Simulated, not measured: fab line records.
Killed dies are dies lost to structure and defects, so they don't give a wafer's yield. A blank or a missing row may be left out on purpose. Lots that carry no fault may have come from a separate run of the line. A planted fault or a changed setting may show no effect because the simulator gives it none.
fab line records	flow nandHarc
record lots=13	wafers=39	lastDay=33
route steps=1302 shown A_CONTACT@1027 THIN_TSV@1262 END@1302
lots with no fault: from the same line, run without faults
startH: the number of hours between the record's first day and the start of the first shown wafer of the lot	waitH: hours elapsed since this lot's preceding step	" the same as in the row above	L1.1+2: one row covering several wafers at once	- no value, or no start given	* or withheld: withheld	< > ~ a bound
route shown NAME@n: names a module that has steps shown in the file, with the first one's number in the route	usual: mean and standard deviation over wafers with no fault	same: alike in all rows	chamber/n: place in a boat	sites: per-site readings	_std_site: the values' standard deviation	_edge_site: mean of outer sites minus mean of inner sites	radiusMm: for every site, how far away it sits from the centre of the wafer	mask NAME#n: copy n	behind: the most recent tool/chamber to have shaped the wafer	hold: what put the lot on hold/how long, in hours/how the hold closed	device: whichever transistor did not switch (one of n, p or np)	end of line: tests run on the same wafers once the route is complete	step lacking rows: just its recipe	killed: count of dies lost to structure and defects at first sort (not the wafer's yield)	map: a wafer's dies, marking killed ones x, the rest . and places with no die _
set.NAME: the setting that was run; set.NAME@STEP: the one run at that earlier step	model.NAME: the simulator's own value behind a step, which no gauge read
steps of the route over a sample of lots; a table a step, a row a wafer
services: the hour from which a tool's chamber was out of use, counted from the record's first day as startH (under 0 if before that day), plus the number of hours and why
## steps
# step NHARC_A_CONTACT_DEP_57
# recipe targetThkA=53000	tempC=400	material=aC
# usual throttleValvePct=35.000/0.0096
lot.wafer	tool	chamber	startH	waitH	throttleValvePct
L819.1	aclDep-01	0	489.10	-	35.012
L819.3	"	0	490.18	-	35.002
L819.5	"	0	491.27	-	35.008
L820.2	aclDep-03	0	505.61	-	35.012
L820.3	"	0	"	"	34.996
L820.4	"	0	"	"	34.983
L821.1	aclDep-02	0	516.02	-	34.982
L821.3	"	0	517.08	-	35.003
L821.4	"	0	"	"	35.003
L822.2	aclDep-03	0	531.28	-	34.986
L822.5	"	0	532.87	-	34.998
L822.6	"	0	"	"	35.023
L823.1	aclDep-02	0	532.27	-	35.001
L823.2	"	0	"	"	35.008
L823.3	"	0	"	"	34.987
L825.1	aclDep-02	0	550.97	-	34.998
L825.4	"	0	552.57	-	35.000
L825.6	"	0	553.64	-	34.997
L828.3	aclDep-01	0	598.48	-	35.039
L828.4	"	0	"	"	35.011
L828.5	"	0	"	"	34.998
L830.1	aclDep-02	0	600.19	-	34.979
L830.2	"	0	"	"	34.989
L830.6	"	0	602.86	-	35.002
L829.1	aclDep-01	0	601.03	-	34.994
L829.2	"	0	"	"	34.988
L829.4	"	0	602.63	-	35.015
L835.1	aclDep-02	0	652.13	-	35.002
L835.2	"	0	"	"	34.980
L835.5	"	0	654.28	-	35.013
L836.2	aclDep-01	0	675.90	-	35.018
L836.5	"	0	677.52	-	34.998
L836.6	"	0	"	"	34.991
L838.3	aclDep-01	0	692.13	-	35.009
L838.4	"	0	"	"	34.987
L838.5	"	0	"	"	35.015
L842.1	aclDep-03	0	716.82	-	35.013
L842.4	"	0	718.45	-	34.994
L842.5	"	0	"	"	34.997
# step NHARC_THIN_TSV_ETCH_44
# recipe targetDepthA=15942	timeS=797.1	cf4FlowSccm=150	o2FlowSccm=10	arFlowSccm=0	rfW=300	biasW=800	chemistry=CF4/O2
# usual drypumpMotorCurrentA=5.5/0.43	oesProductAu=1.000/0.015	rfVppV=791/3.9	showerheadPlenumPTorr=1.78/0.064	throttleValvePct=16.915/0.0098
lot.wafer	tool	chamber	startH	waitH	drypumpMotorCurrentA	oesProductAu	rfHoursCounterH	rfVppV	showerheadPlenumPTorr	throttleValvePct
L819.1	rieDiel-05	2	548.74	0.1	5.7	1.023	6.5	793	1.81	16.909
L819.3	"	3	"	"	5.3	0.990	6.9	792	1.82	16.930
L819.5	"	2	"	"	5.6	1.019	-	790	1.81	16.896
L820.2	rieDiel-07	2	557.27	0.1	5.1	0.997	3.9	788	1.71	16.914
L820.4	"	3	"	"	5.0	1.003	4.0	788	1.74	16.915
L820.3	"	0	"	"	5.7	1.023	4.5	792	1.78	16.903
L821.4	rieDiel-07	0	570.90	0.1	5.7	1.013	4.9	790	1.78	16.910
L821.3	"	1	"	"	5.1	1.027	4.3	788	1.72	16.900
L821.1	"	3	"	"	5.0	0.995	4.6	790	1.74	16.930
L822.2	rieDiel-07	0	579.40	0.1	5.7	1.018	5.5	793	1.78	16.917
L822.5	"	0	"	"	5.7	1.014	-	790	1.78	16.904
L822.6	"	1	"	"	5.2	1.027	-	787	1.72	16.903
L823.1	rieDiel-09	3	580.76	0.1	6.1	1.014	3.9	796	1.90	16.905
L823.3	"	0	"	"	6.2	0.966	4.0	792	1.79	16.903
L823.2	"	1	"	"	5.8	0.992	4.2	799	1.90	16.919
L825.1	rieDiel-07	2	600.08	0.2	5.1	0.990	6.3	786	1.71	16.925
L825.6	"	1	"	"	5.1	1.024	-	787	1.72	16.924
L825.4	"	2	"	"	5.1	1.001	-	786	1.71	16.942
L828.3	rieDiel-09	0	646.02	0.1	6.2	0.981	6.7	792	1.79	16.905
L828.4	"	2	"	"	6.1	0.978	6.8	797	1.88	16.913
L828.5	"	3	"	"	6.1	1.021	-	797	1.90	16.915
L829.4	rieDiel-05	3	654.03	0.1	5.4	1.002	4.9	792	1.81	16.914
L829.1	"	0	"	"	5.5	0.995	3.5	789	1.75	16.917
L829.2	"	1	"	"	6.3	0.988	4.1	794	1.84	16.911
L830.2	rieDiel-05	1	655.18	0.2	6.3	0.989	4.4	796	1.84	16.925
L830.1	"	2	"	"	5.6	1.002	4.6	792	1.80	16.909
L830.6	"	3	"	"	5.3	0.993	-	793	1.81	16.919
L835.2	rieDiel-07	0	703.02	0.1	5.7	1.000	2.8	791	1.78	16.926
L835.1	"	2	"	"	5.1	0.990	3.1	787	1.70	16.923
L835.5	"	0	"	"	5.7	0.979	-	791	1.78	16.906
L842.4	rieDiel-07	0	766.00	0.2	5.7	1.001	8.2	790	1.78	16.928
L842.1	"	1	"	"	5.1	1.020	7.7	787	1.72	16.908
L842.5	"	2	"	"	5.1	0.988	-	787	1.70	16.939
# step NHARC_THIN_TSV_PRE_CLEAN_54
# recipe timeS=30	tempC=280	gas=H2/He
# usual heaterPowerW=391/24
lot.wafer	tool	chamber	startH	waitH	heaterPowerW
L819.1	pvdSputter-03	-	553.37	0.0	396
L819.3	"	-	"	"	413
L819.5	"	-	"	"	408
L820.4	pvdSputter-02	-	562.22	0.1	406
L820.3	"	-	"	"	386
L820.2	"	-	"	"	403
L821.3	pvdSputter-03	-	575.49	0.1	412
L821.1	"	-	"	"	362
L821.4	"	-	"	"	425
L822.2	pvdSputter-02	-	584.07	0.0	400
L822.5	"	-	"	"	401
L822.6	"	-	"	"	387
L823.1	pvdSputter-02	-	585.34	0.0	392
L823.2	"	-	"	"	385
L823.3	"	-	"	"	414
L825.4	pvdSputter-01	-	604.74	0.1	420
L825.1	"	-	"	"	348
L825.6	"	-	"	"	414
L828.3	pvdSputter-01	-	650.65	0.0	354
L828.4	"	-	"	"	405
L828.5	"	-	"	"	347
L829.1	pvdSputter-02	-	658.60	0.0	387
L829.2	"	-	"	"	367
L829.4	"	-	"	"	416
L830.2	pvdSputter-01	-	659.80	0.1	450
L830.1	"	-	"	"	353
L830.6	"	-	"	"	412
L835.2	pvdSputter-01	-	707.84	0.1	423
L835.1	"	-	"	"	367
L835.5	"	-	"	"	419
L842.4	pvdSputter-02	-	770.48	0.1	407
L842.1	"	-	"	"	379
L842.5	"	-	"	"	412
# step NHARC_THIN_TSV_ETCH_59
# recipe targetDepthA=8800	icpW=900	biasW=100	Cl2_flow_sccm=60	bcl3FlowSccm=30	timeS=138.1	chemistry=Cl2/BCl3
# usual drypumpMotorCurrentA=6.2/0.5	oesProductAu=0.999/0.013	throttleValvePct=22.264/0.0091
lot.wafer	tool	chamber	startH	waitH	drypumpMotorCurrentA	oesProductAu	rfHoursCounterH	throttleValvePct
L819.1	rieMetal-02	0	554.72	0.1	6.2	1.019	1.2	22.287
L819.3	"	1	"	"	6.4	0.981	-	22.264
L819.5	"	1	"	"	6.4	0.984	-	22.270
L820.2	rieMetal-02	0	563.56	0.1	6.2	1.026	1.4	22.273
L820.3	"	0	"	"	6.2	1.018	-	22.271
L820.4	"	1	"	"	6.4	0.998	-	22.278
L821.1	rieMetal-03	0	576.84	0.1	5.7	0.989	0.8	22.255
L821.3	"	0	"	"	5.7	0.995	-	22.266
L821.4	"	1	"	"	4.9	1.012	-	22.256
L822.2	rieMetal-01	1	585.46	0.1	6.2	0.997	0.0	22.262
L822.5	"	0	"	"	6.7	1.004	-	22.284
L822.6	"	1	"	"	6.2	1.002	-	22.259
L823.2	rieMetal-02	1	586.57	0.1	6.4	0.990	2.0	22.248
L823.1	"	0	"	"	6.2	1.020	2.0	22.269
L823.3	"	1	"	"	6.4	0.984	-	22.262
L825.1	rieMetal-02	1	606.07	0.1	6.4	0.999	2.2	22.257
L825.4	"	1	"	"	6.4	1.001	-	22.254
L825.6	"	0	"	"	6.3	1.028	-	22.262
L828.4	rieMetal-02	0	651.95	0.2	6.2	1.003	-	22.251
L828.3	"	1	"	"	6.4	0.998	-	22.273
L828.5	"	0	"	"	6.2	1.002	-	22.257
L829.1	rieMetal-02	1	659.95	0.1	6.4	1.003	0.3	22.256
L829.2	"	0	"	"	6.2	1.001	0.3	22.262
L829.4	"	1	"	"	6.4	1.002	-	22.271
L830.1	rieMetal-01	0	661.13	0.1	6.7	1.001	1.0	22.262
L830.2	"	1	"	"	6.2	0.995	1.0	22.265
L830.6	"	0	"	"	6.7	1.012	-	22.268
L835.2	rieMetal-03	1	709.18	0.1	4.9	1.008	0.0	22.269
L835.1	"	0	"	"	5.7	0.987	0.0	22.268
L835.5	"	0	"	"	5.7	0.983	-	22.269
L842.1	rieMetal-02	1	771.86	0.1	6.4	0.993	2.2	22.279
L842.4	"	0	"	"	6.2	1.013	-	22.265
L842.5	"	1	"	"	6.4	0.989	-	22.260
# step NHARC_END_SORT_01
# recipe tempC=25
# usual killedAtArray=56/20	killedAtOther=0.9/1.1	killedAtPeriphery=3.7/3	killedDies=61/21	killedOpen=2.9/1.6	killedShort=2.6/1.4
# same grossDies=677
lot.wafer	tool	chamber	startH	waitH	killedAtArray	killedAtOther	killedAtPeriphery	killedDies	killedOpen	killedShort
L830.2	prober-01	0	670.40	2.8	65	2	13	80	3	5
L830.6	prober-01	0	673.60	4.0	92	1	8	101	3	2
L835.1	prober-01	0	718.01	2.5	65	3	5	73	2	0
L835.2	prober-01	0	718.82	2.8	64	1	3	68	6	2
L835.5	prober-01	0	721.24	3.7	74	4	6	84	4	2
L836.2	prober-01	0	738.07	2.8	671	0	2	673	2	4
L836.5	prober-01	0	740.46	3.7	673	0	1	674	2	2
L836.6	prober-01	0	741.25	4.0	672	0	4	676	4	1
L838.3	prober-01	0	763.38	3.1	673	0	2	675	3	3
L838.4	prober-01	0	764.18	3.4	668	0	4	672	5	2
L838.5	prober-01	0	764.98	3.7	667	0	4	671	1	2
# killed by level:class
L830.2 A_SLIT:chamberFilmFlake=25 A_CHANNEL_HOLE_D1:chamberFilmFlake=16 A_CHANNEL_HOLE_D2:chamberFilmFlake=10 P_GATE:chamberFilmFlake=5 P_M0:chamberFilmFlake=4 A_BONDPAD:chamberFilmFlake=4 P_STI:chamberFilmFlake=3 A_CHANNEL_HOLE_D1:geometricParticle:short=2
L830.6 A_CHANNEL_HOLE_D1:chamberFilmFlake=36 A_SLIT:chamberFilmFlake=32 A_CHANNEL_HOLE_D2:chamberFilmFlake=13 P_M0:chamberFilmFlake=5 A_CONTACT:chamberFilmFlake=4 P_STI:chamberFilmFlake=2 A_WL_FILL:chamberFilmFlake=2 A_CHANNEL_HOLE_D1:geometricParticle:open=1
L835.1 A_SLIT:chamberFilmFlake=31 A_CHANNEL_HOLE_D2:chamberFilmFlake=14 A_CHANNEL_HOLE_D1:chamberFilmFlake=6 A_STAIRCASE:chamberFilmFlake=4 A_CONTACT:chamberFilmFlake=4 THIN_TSV:chamberFilmFlake=3 A_WL_FILL:chamberFilmFlake=3 P_GATE:chamberFilmFlake=2
L835.2 A_SLIT:chamberFilmFlake=23 A_CHANNEL_HOLE_D2:chamberFilmFlake=19 A_CHANNEL_HOLE_D1:chamberFilmFlake=4 A_STAIRCASE:chamberFilmFlake=4 A_CONTACT:chamberFilmFlake=3 A_DECK1_JOINT:geometricParticle:open=2 P_M2:chamberFilmFlake=2 A_M1:chamberFilmFlake=2
L835.5 A_SLIT:chamberFilmFlake=36 A_CHANNEL_HOLE_D2:chamberFilmFlake=17 A_CHANNEL_HOLE_D1:chamberFilmFlake=7 A_STAIRCASE:chamberFilmFlake=6 THIN_TSV:chamberFilmFlake=4 P_GATE:chamberFilmFlake=2 A_WL_FILL:chamberFilmFlake=2 P_STI:geometricParticle:open=1
L836.2 A_CONTACT:areaDep=573 A_SLIT:chamberFilmFlake=30 A_CHANNEL_HOLE_D1:chamberFilmFlake=26 A_CHANNEL_HOLE_D2:chamberFilmFlake=20 A_CONTACT:chamberFilmFlake=9 A_WL_FILL:geometricParticle:short=3 A_STAIRCASE:chamberFilmFlake=3 A_SGD_CUT:chamberFilmFlake=2
L836.5 A_CONTACT:areaDep=567 A_SLIT:chamberFilmFlake=35 A_CHANNEL_HOLE_D2:chamberFilmFlake=27 A_CHANNEL_HOLE_D1:chamberFilmFlake=20 A_STAIRCASE:chamberFilmFlake=8 A_CONTACT:chamberFilmFlake=4 A_SGD_CUT:chamberFilmFlake=4 A_BLC:geometricParticle:open=2
L836.6 A_CONTACT:areaDep=549 A_CHANNEL_HOLE_D2:chamberFilmFlake=32 A_CHANNEL_HOLE_D1:chamberFilmFlake=32 A_SLIT:chamberFilmFlake=31 A_CONTACT:chamberFilmFlake=13 A_STAIRCASE:chamberFilmFlake=6 A_SGD_CUT:chamberFilmFlake=5 A_BLC:geometricParticle:open=2
L838.3 A_CONTACT:areaDep=609 A_SLIT:chamberFilmFlake=23 A_CHANNEL_HOLE_D2:chamberFilmFlake=22 A_CHANNEL_HOLE_D1:chamberFilmFlake=10 P_GATE:chamberFilmFlake=2 A_DECK1_JOINT:geometricParticle:short=1 A_ONON_D2:geometricParticle:short=1 A_CHANNEL_FILL_D2:geometricParticle:open=1
L838.4 A_CONTACT:areaDep=592 A_SLIT:chamberFilmFlake=31 A_CHANNEL_HOLE_D2:chamberFilmFlake=26 A_CHANNEL_HOLE_D1:chamberFilmFlake=11 A_WL_FILL:geometricParticle:open=2 P_GATE:chamberFilmFlake=2 P_STI:geometricParticle:short=1 A_CHANNEL_FILL_D1:geometricParticle:open=1
L838.5 A_CONTACT:areaDep=599 A_SLIT:chamberFilmFlake=21 A_CHANNEL_HOLE_D2:chamberFilmFlake=19 A_CHANNEL_HOLE_D1:chamberFilmFlake=16 P_GATE:chamberFilmFlake=3 A_STAIRCASE:chamberFilmFlake=3 A_CHANNEL_FILL_D2:chamberFilmFlake=2 A_CONTACT:chamberFilmFlake=2
## services
tool	chamber	startH	hours	kind
rieDiel-07	0	469.62	11.8	repair
rieDiel-07	-	471.20	9.0	pm
rieDiel-05	3	478.78	3.0	repair
aclDep-03	-	478.85	13.0	pm
rieDiel-07	-	499.80	0.5	repair
rieDiel-07	1	506.31	12.7	repair
aclDep-01	-	552.97	13.0	pm
pvdSputter-01	-	556.64	7.1	repair
rieMetal-02	-	559.04	1.3	repair
rieDiel-05	-	584.60	9.0	pm
rieDiel-07	3	599.92	3.0	repair
aclDep-02	-	607.69	13.0	pm
pvdSputter-01	-	630.93	10.0	pm
rieMetal-02	-	631.00	9.0	pm
pvdSputter-02	-	638.00	10.0	pm
rieDiel-07	1	640.68	5.6	repair
rieDiel-05	0	644.50	4.6	repair
rieDiel-07	-	648.20	9.0	pm
aclDep-03	-	659.85	13.0	pm
rieDiel-07	1	669.12	13.2	repair
rieMetal-02	1	689.17	4.8	repair
pvdSputter-01	-	727.33	1.8	repair
aclDep-01	-	734.72	13.0	pm
pvdSputter-01	-	735.08	38.6	repair
## key
firstSign step=NHARC_END_SORT_01	reading=killedAtArray	direction=up	sigmas=30	usual=56	struck=671
effect step=NHARC_END_SORT_01	reading=killedDies	direction=up	sigmas=30	usual=61	struck=674
moreKillsBornAt NHARC_A_CONTACT_DEP_57@aclDep-01=3489
metAt NHARC_A_CONTACT_DEP_57
struckLots L836,L838
laterRowsLeftOut L836.2,L836.5,L836.6,L838.3,L838.4,L838.5
testerLeftOut L836,L838
notActingAt NHARC_THIN_TSV_ETCH_44,NHARC_THIN_TSV_PRE_CLEAN_54,NHARC_THIN_TSV_ETCH_59
onsetBetween 601.03 675.90
fault kind=processParameterDrift	tool=aclDep-01	chamber=-	onsetH=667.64	steps=NHARC_A_CONTACT_DEP_57	channel=targetThkA	offset=*	shape=step	endH=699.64	actsIn=*	stated=*
# testerLeftOut: of these lots the tester's yield and bins aren't shown, on N5 and GAA mostly nor the transistor test; their killed dies are dies lost to structure and defects alone, not to doping, threshold or leakage, so they don't give the yield
# laterRowsLeftOut: the simulator's readings of these wafers behind a module that went badly wrong aren't trusted and aren't shown, but for the sort
